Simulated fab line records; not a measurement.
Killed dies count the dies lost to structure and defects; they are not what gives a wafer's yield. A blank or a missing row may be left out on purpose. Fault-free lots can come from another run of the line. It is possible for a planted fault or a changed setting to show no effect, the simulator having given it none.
Chamber matching | flow nand-harc | NHARC_P_M1_PRE_CLEAN_32 on pecvd-04: 3 sister chambers
The step time 12 s. 3 wafers are shown with their chamber, then 10 later ones without.

## EACH WAFER AND ITS CHAMBER
wafer  | chamber | heater-power-w (W)
L086.6 | 1       | 606
L087.1 | 0       | 578
L087.2 | 2       | 582

## WAFERS WHOSE CHAMBER IS MISSING
wafer  | heater-power-w (W)
L087.3 | 638
L090.1 | 657
L090.5 | 611
L090.6 | 631
L093.1 | 568
L093.3 | 647
L093.4 | 567
L096.1 | 616
L096.4 | 658
L096.5 | 671

## THE CHAMBER EACH PASSED THROUGH
wafer  | from the rows above          | in truth
L087.3 | can't be placed: 1 or 2 or 0 | 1
L090.1 | can't be placed: 1 or 2 or 0 | 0
L090.5 | can't be placed: 1 or 2 or 0 | 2
L090.6 | can't be placed: 1 or 2 or 0 | 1
L093.1 | can't be placed: 0 or 2 or 1 | 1
L093.3 | can't be placed: 1 or 2 or 0 | 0
L093.4 | can't be placed: 0 or 2 or 1 | 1
L096.1 | can't be placed: 1 or 2 or 0 | 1
L096.4 | can't be placed: 1 or 2 or 0 | 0
L096.5 | can't be placed: 1 or 2 or 0 | 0
0 of 10 placed correctly. Cannot be placed on the basis of these rows: 10; the candidates contain the true chamber in 10. 0 placed wrongly.
How it was worked out, from the rows above alone: a wafer's distance from a chamber is the root of the sum, over the readings, of the square of ((its reading less the chamber's mean) divided by the reading's scatter). If the next closest chamber is less than 2 further off than the closest, the wafer can't be placed; otherwise it belongs to the closest. The mean given for a chamber averages the wafers shown for that chamber. The scatter: root of mean squared gap, hidden wafer to nearest shown wafer, with one shown wafer a chamber.
